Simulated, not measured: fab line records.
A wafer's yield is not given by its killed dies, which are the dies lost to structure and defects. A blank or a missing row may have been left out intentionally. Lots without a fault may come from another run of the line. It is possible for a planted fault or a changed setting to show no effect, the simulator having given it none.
Matching of chambers / flow nand_harc / 4 sister chambers for NHARC_A_CHANNEL_FILL_D1_CMP_10 on cmp-01
The step polishes, target thk 150 nm. 20 wafers are shown with their chamber, then 10 later ones without.

== WAFERS WITH THEIR CHAMBER ==
wafer=L074.3; chamber=3; time_to_endpoint_s (s)=10.3; motor_current_A (A)=11.6
wafer=L074.4; chamber=1; time_to_endpoint_s (s)=16.5; motor_current_A (A)=11.8
wafer=L074.6; chamber=0; time_to_endpoint_s (s)=13.4; motor_current_A (A)=12.9
wafer=L075.1; chamber=3; time_to_endpoint_s (s)=14.6; motor_current_A (A)=11.6
wafer=L075.2; chamber=2; time_to_endpoint_s (s)=19.9; motor_current_A (A)=11.6
wafer=L075.4; chamber=1; time_to_endpoint_s (s)=18.4; motor_current_A (A)=11.1
wafer=L078.1; chamber=3; time_to_endpoint_s (s)=10.3; motor_current_A (A)=11.1
wafer=L078.4; chamber=1; time_to_endpoint_s (s)=15.2; motor_current_A (A)=12.2
wafer=L078.6; chamber=3; time_to_endpoint_s (s)=13.8; motor_current_A (A)=11.6
wafer=L082.2; chamber=2; time_to_endpoint_s (s)=18.6; motor_current_A (A)=11.4
wafer=L082.4; chamber=0; time_to_endpoint_s (s)=15.3; motor_current_A (A)=11.7
wafer=L082.5; chamber=0; time_to_endpoint_s (s)=14.3; motor_current_A (A)=11.7
wafer=L085.3; chamber=1; time_to_endpoint_s (s)=17.2; motor_current_A (A)=12.0
wafer=L085.4; chamber=2; time_to_endpoint_s (s)=17.6; motor_current_A (A)=11.4
wafer=L085.6; chamber=3; time_to_endpoint_s (s)=12.8; motor_current_A (A)=11.5
wafer=L084.1; chamber=0; time_to_endpoint_s (s)=15.1; motor_current_A (A)=12.6
wafer=L084.2; chamber=1; time_to_endpoint_s (s)=18.0; motor_current_A (A)=11.5
wafer=L084.4; chamber=3; time_to_endpoint_s (s)=11.9; motor_current_A (A)=11.7
wafer=L087.2; chamber=1; time_to_endpoint_s (s)=17.1; motor_current_A (A)=11.8
wafer=L087.3; chamber=0; time_to_endpoint_s (s)=14.5; motor_current_A (A)=12.6

SIGNATURES, as means of the wafers listed above
reading=time_to_endpoint_s; chamber 0=14.520; chamber 1=17.067; chamber 2=18.700; chamber 3=12.283; scatter within a chamber=1.31
reading=motor_current_A; chamber 0=12.300; chamber 1=11.733; chamber 2=11.467; chamber 3=11.517; scatter within a chamber=0.377
Rule: for a wafer and a chamber, the distance is found by dividing, reading by reading, the gap between the wafer's reading and the chamber's mean by the reading's scatter, squaring, summing and taking the root. The wafer belongs to the nearest chamber; if the next one is less than 2 further off, it can't be placed. How the scatter is found: for the shown wafers, subtract from each reading the mean of its chamber, square and add these, divide the total by (wafers less chambers), then take the root.

== WAFERS WHOSE CHAMBER IS MISSING ==
wafer=L087.6; time_to_endpoint_s (s)=8.9; motor_current_A (A)=11.7
wafer=L090.1; time_to_endpoint_s (s)=17.5; motor_current_A (A)=11.7
wafer=L090.5; time_to_endpoint_s (s)=12.3; motor_current_A (A)=12.2
wafer=L090.6; time_to_endpoint_s (s)=13.4; motor_current_A (A)=12.5
wafer=L092.2; time_to_endpoint_s (s)=18.7; motor_current_A (A)=11.8
wafer=L092.3; time_to_endpoint_s (s)=11.7; motor_current_A (A)=11.6
wafer=L092.5; time_to_endpoint_s (s)=15.0; motor_current_A (A)=12.4
wafer=L094.2; time_to_endpoint_s (s)=16.8; motor_current_A (A)=12.4
wafer=L094.5; time_to_endpoint_s (s)=12.3; motor_current_A (A)=11.9
wafer=L094.6; time_to_endpoint_s (s)=12.8; motor_current_A (A)=12.1

== WHICH CHAMBER EACH WENT THROUGH ==
wafer=L087.6; from the rows above=can't be placed: 3 or 0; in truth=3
wafer=L090.1; from the rows above=can't be placed: 1 or 2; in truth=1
wafer=L090.5; from the rows above=can't be placed: 0 or 3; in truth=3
wafer=L090.6; from the rows above=can't be placed: 0 or 3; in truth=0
wafer=L092.2; from the rows above=can't be placed: 2 or 1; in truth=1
wafer=L092.3; from the rows above=3; in truth=3
wafer=L092.5; from the rows above=can't be placed: 0 or 1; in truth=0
wafer=L094.2; from the rows above=can't be placed: 0 or 1 or 2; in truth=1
wafer=L094.5; from the rows above=can't be placed: 3 or 0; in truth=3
wafer=L094.6; from the rows above=can't be placed: 0 or 3 or 1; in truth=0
Correctly placed: 1 of 10. Cannot be placed on the basis of these rows: 9; the candidates contain the true chamber in 9. Placed wrongly: 0.
